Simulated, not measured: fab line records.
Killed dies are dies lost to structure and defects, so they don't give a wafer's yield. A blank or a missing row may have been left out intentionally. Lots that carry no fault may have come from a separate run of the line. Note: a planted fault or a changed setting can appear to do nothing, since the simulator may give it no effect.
Matching of chambers | flow nand harc | 4 sister chambers for NHARC_A_STAIRCASE_DESCUM_252 on rie diel-10
The step chemistry O2, time 3 s. 8 wafers are shown with their chamber, then 12 later ones without.

WAFERS PAIRED WITH THEIR CHAMBERS
wafer  | chamber | drypump motor current A (A) | showerhead plenum p Torr (Torr)
L082.2 | 1       | 5.9                         | 1.80
L082.6 | 3       | 5.0                         | 1.88
L084.5 | 3       | 5.0                         | 1.88
L085.1 | 2       | 5.3                         | 1.80
L085.5 | 1       | 5.8                         | 1.79
L086.2 | 0       | 5.6                         | 1.86
L086.3 | 2       | 5.3                         | 1.80
L086.5 | 0       | 5.6                         | 1.86

WAFERS WITH NO CHAMBER GIVEN
wafer  | drypump motor current A (A) | showerhead plenum p Torr (Torr)
L088.2 | 5.8                         | 1.79
L088.4 | 5.0                         | 1.88
L088.5 | 5.3                         | 1.80
L092.1 | 5.9                         | 1.79
L092.4 | 5.0                         | 1.88
L092.6 | 5.8                         | 1.79
L095.3 | 5.3                         | 1.80
L095.5 | 5.3                         | 1.80
L095.6 | 5.0                         | 1.88
L094.1 | 5.0                         | 1.88
L094.3 | 5.9                         | 1.79
L094.5 | 5.6                         | 1.85

CHAMBER TAKEN BY EACH
wafer  | from the rows above | in truth
L088.2 | 1                   | 1
L088.4 | 3                   | 3
L088.5 | 2                   | 2
L092.1 | 1                   | 1
L092.4 | 3                   | 3
L092.6 | 1                   | 1
L095.3 | 2                   | 2
L095.5 | 2                   | 2
L095.6 | 3                   | 3
L094.1 | 3                   | 3
L094.3 | 1                   | 1
L094.5 | 0                   | 0
Placed correctly: 12 of 12. Left unplaced by these rows: 0. Number placed wrongly: 0.
How it was worked out, from the rows above alone: a wafer's distance from a chamber is the root of the sum, over the readings, of the square of ((its reading less the chamber's mean) divided by the reading's scatter). The wafer belongs to the nearest chamber; if the next one is less than 2 further off, it can't be placed. The mean given for a chamber averages the wafers shown for that chamber. The scatter: take each reading less its chamber's mean, square it, sum over the shown wafers, divide by the number of wafers less the number of chambers, and take the root.
